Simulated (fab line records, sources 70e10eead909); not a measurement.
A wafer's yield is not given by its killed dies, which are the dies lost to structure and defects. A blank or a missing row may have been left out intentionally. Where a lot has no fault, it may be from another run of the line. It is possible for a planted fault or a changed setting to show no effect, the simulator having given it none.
Problem report in the 8D (eight disciplines) form, filled by code ; flow nand-harc ; the parts of the form that need people (team, actions taken, sign-off) are left out

== 1. THE ISSUE ==
sort_bin_2_pct at NHARC_END_SORT_01 reads a mean of 97.4 % on 3 wafers of 3 lots; wafers without a fault read 1.3 % with a standard deviation of 0.63. That is +99 or more standard deviations from the usual mean.
Seen first at day 23 11:00 on prober-01, wafer L526.4. The record holds 12 wafers of 4 lots with a number at this step. The rule behind "out" and "out of limits": a value lying over 4 standard deviations away from the usual mean. All remaining wafers that have a number are taken as sound.

== 2. WHAT IT IS; WHAT IT IS NOT ==
question;is;is not
which readings at this step;sort_bin_2_pct, defect-limited-yield, killed-at-array, killed-dies, sort-n-pass, sort-rim-yield-pct, sort-yield-pct;killed-at-other, killed-at-periphery, killed-short, sort_bin_3_pct, sort_bin_4_pct
which lots;L524, L525, L526;L533
which wafers of those lots;L524.3, L525.6, L526.4;L524.1, L524.6, L525.3, L525.5, L526.3, L526.5
read on which gauges;prober-01, prober-02;-
when;from day 23 11:00;"up to then (1 sound wafer); but 8 sound wafers of L524, L525, L526, L533 came after"

== 3. WHAT RULES OUT EACH SUSPECT ==
Counting: if a tool at a process step up to the reading ran every lot that is out, it stays a suspect. Sound lots after the first of them don't rule it out here, since some wafers of a struck lot are sound.
- the gauge at NHARC_END_SORT_01 is ruled out. 2 gauges (prober-01, prober-02) read the wafers that are out.
- rie-diel-03 at NHARC_A_BONDPAD_ETCH_12 (etches the open film in CHF3/O2, target depth 220 nm, time 110 s): kept. It ran every lot that is out, first L526 (day 20 06:35). On those wafers its own readings are out: run-length-s.
- rie-diel-03, NHARC_A_BONDPAD_ETCH_12: wafers that are out in chamber 1, sound lot-mates in chambers 0, 2.
Remaining after the count: rie-diel-03 at NHARC_A_BONDPAD_ETCH_12.

== 4. THE CAUSE (what the simulator had put in) ==
rie-diel-03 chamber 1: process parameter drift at NHARC_A_BONDPAD_ETCH_12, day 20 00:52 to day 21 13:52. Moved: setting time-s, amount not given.
After counting, this tool was the only one left.

== 5. SEQUENCE OF EFFECTS, ordered by route ==
One row per reading whose mean, taken over the struck wafers that have a number, lies over 3 standard deviations from the usual. Only readings for which the record gives a usual standard deviation are gone through. hours: the time from each lot's start at the first step in this table that gives one to its start at this step, as a median over the lots. sigmas: the change in usual standard deviations.
hours;step;reading;usual;on struck wafers;change;sigmas
0;NHARC_A_BONDPAD_ETCH_12;run-length-s;131.4 s;53.5;-77.9;-99 or more
77;NHARC_END_SORT_01;defect-limited-yield;95.6 %;0.0;-95.6;-60
77;NHARC_END_SORT_01;killed-at-array;26;672;+646;+59
77;NHARC_END_SORT_01;killed-dies;29;677;+648;+59
77;NHARC_END_SORT_01;sort_bin_2_pct;1.3 %;97.4;+96.1;+99 or more
77;NHARC_END_SORT_01;sort-n-pass;648;0;-648;-59
77;NHARC_END_SORT_01;sort-rim-yield-pct;95 %;0;-95;-28
77;NHARC_END_SORT_01;sort-yield-pct;95.6 %;0.0;-95.6;-60
Here are the process steps it includes:
- NHARC_A_BONDPAD_ETCH_12: etches the open film in CHF3/O2, target depth 220 nm, time 110 s.

== 6. HOW IT WOULD HAVE BEEN CAUGHT EARLIER ==
Counted from the fault's start at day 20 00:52, it took 82 hours until the first out-of-limits reading at a measuring or inspecting step in this record, taken at day 23 11:00.
At NHARC_A_BONDPAD_ETCH_12, the tool's own readings (run-length-s) were out on each struck wafer the step has a row for, so an alarm limit on them would have fired on the first such wafer.
Lots out: 3; all had begun NHARC_A_BONDPAD_ETCH_12 on rie-diel-03 by day 23 11:00. Tool hold at that time: it would have spared none of them.
